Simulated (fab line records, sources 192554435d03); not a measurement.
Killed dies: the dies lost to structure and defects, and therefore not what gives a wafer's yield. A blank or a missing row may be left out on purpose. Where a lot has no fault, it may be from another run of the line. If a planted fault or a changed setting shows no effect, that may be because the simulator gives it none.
3 desks looking at one fault	flow n5-finfet	only its own numbers are on each desk; what lay behind them is given at the end

== AT THE TOOL OWNER'S DESK: rie-metal-03 ==
The tool's own readings at N5_MIM_BOT_ETCH_ETCH_03 (etches the open film in Cl2/BCl3, target depth 12 nm): means of the sampled wafers that have a number, for each lot that ran on this tool. Marked OUT: a lot whose mean sits more than 4 standard deviations from the usual mean, which makes it out of limits; the brackets give that distance.
Columns: A = bias-w at N5_MIM_BOT_ETCH_ETCH_03, usual 99.96 W; B = drypump-motor-current-A at N5_MIM_BOT_ETCH_ETCH_03, usual 5.7 A; C = oes-product-au at N5_MIM_BOT_ETCH_ETCH_03, usual 0.81 a.u.; D = rf-fwd-power-W at N5_MIM_BOT_ETCH_ETCH_03, usual 794.9 W; E = throttle-valve-pct at N5_MIM_BOT_ETCH_ETCH_03, usual 27.62 %
lot	first seen here	A	B	C	D	E
L858	day 15 18:01	93.14 (-24) OUT	5.2	0.78	792.8	27.51
L861	day 16 13:27	93.04 (-25) OUT	5.2	0.78	793.3	27.50
L869	day 18 16:01	100.20	5.2	0.77	796.2	27.52
This desk's verdict: out of limits on L858, L861, starting with L858 at day 15 18:01 (bias-w at N5_MIM_BOT_ETCH_ETCH_03). In limits: L869.

== THE DEFECT DESK ==
Lot by lot, what the route's inspections counted, given as the mean of those sampled wafers with a number. Marked OUT: a lot whose mean sits more than 4 standard deviations from the usual mean, which makes it out of limits; the brackets give that distance.
Columns: A = raw-defect-count at N5_MIM_BOT_LITHO_INSPECT_12, usual 2.2
lot	first seen here	A
L852	day 13 12:00	1.3
L858	day 15 17:48	1.3
L861	day 16 13:16	2.0
L865	day 18 00:27	2.3
L863	day 18 00:57	1.7
L869	day 18 15:50	1.3
Result from this desk: across the 6 lots, nothing is out of limits.

== METROLOGY DESK ==
Lot by lot, what the gauges showed, no matter which tool ran the lot: averages of those sampled wafers that carry a number. Marked OUT: a lot whose mean sits more than 4 standard deviations from the usual mean, which makes it out of limits; the brackets give that distance.
Columns: A = cd-nm at N5_MIM_BOT_LITHO_CD_MEAS_08, usual 3000.1 nm; B = MIM_BOT_OVL at N5_MIM_BOT_LITHO_OVL_MEAS_11, usual 1 nm
lot	first seen here	A	B
L852	day 13 11:57	2998.5	-7
L858	day 15 17:45	2998.9	4
L861	day 16 13:13	2999.6	3
L865	day 18 00:23	2998.2	1
L863	day 18 00:54	3000.0	5
L869	day 18 15:46	3000.1	1
Result from this desk: across the 6 lots, nothing is out of limits.

== PUT TOGETHER ==
The tool owner's desk had the chance to raise an alarm at day 15 18:01 on L858, L861.
Nothing the defect desk looked at was out of limits.
Nothing out of limits was seen by the metrology desk.
The defect desk has L858, L861 on record, within its limits.
The metrology desk has L858, L861 on record, within its limits.
The lots listed all ran N5_MIM_BOT_ETCH_ETCH_03 on rie-metal-03.

== WHAT THE SIMULATOR PUT IN ==
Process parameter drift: rie-metal-03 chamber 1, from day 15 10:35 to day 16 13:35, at N5_MIM_BOT_ETCH_ETCH_03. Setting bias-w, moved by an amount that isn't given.
Lots struck among those shown: L858, L861.
Time in hours from fault onset to the first out-of-limits reading at each desk: the tool owner's desk, 7.
